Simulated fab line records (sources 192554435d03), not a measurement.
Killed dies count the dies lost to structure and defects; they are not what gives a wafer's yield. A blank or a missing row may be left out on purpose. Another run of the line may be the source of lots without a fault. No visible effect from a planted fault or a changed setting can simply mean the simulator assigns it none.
Which tool did it? | flow n5 finfet | 10 lots, 30 wafers sampled, at 1 step of a route of 1938

WHAT EACH GAUGE READ, for each wafer
N5_SDB_INSPECT_36: inspects for defects (darkfield).
lot  | measured    | on                | raw defect count
L075 | day 4 09:51 | defect inspect-01 | 80 28 11
L077 | day 4 20:49 | defect inspect-01 | 33 21 32
L080 | day 5 10:33 | defect inspect-01 | 28 14 43
L082 | day 5 21:09 | defect inspect-01 | 56 49 107
L084 | day 6 09:43 | defect inspect-01 | 15 28 29
L086 | day 7 00:07 | defect inspect-02 | 14 22 11
L088 | day 7 09:04 | defect inspect-02 | 65 28 71
L090 | day 7 21:49 | defect inspect-02 | 57 39 48
L094 | day 8 21:19 | defect inspect-02 | 79 41 62
L096 | day 9 13:48 | defect inspect-02 | 28 27 27

WHICH TOOL RAN EACH LOT (tool, then ch and the chambers of the sampled wafers, then the start)
Before these readings, the record contains no process step.

THE ANSWER, worked out from the rows above alone
Rule: what is usual is taken from the lots themselves. Put in order of their means at a reading, lots are off if they are a third of the lots or fewer, leave a main group of 4 or more, and stand apart from it by a gap of 3 or more times the standard deviation of the main group's means; of several such gaps the widest counts. A main group is skipped when, at the precision printed for the reading in the tables above, its means are all equal. Also off: a lot with no number at a reading for which 4 or more lots have one. Any other lot the step has rows for is counted as sound.
No lot is off at any reading shown: from this, nothing can be told.

WHAT THE SIMULATOR HAD PUT IN
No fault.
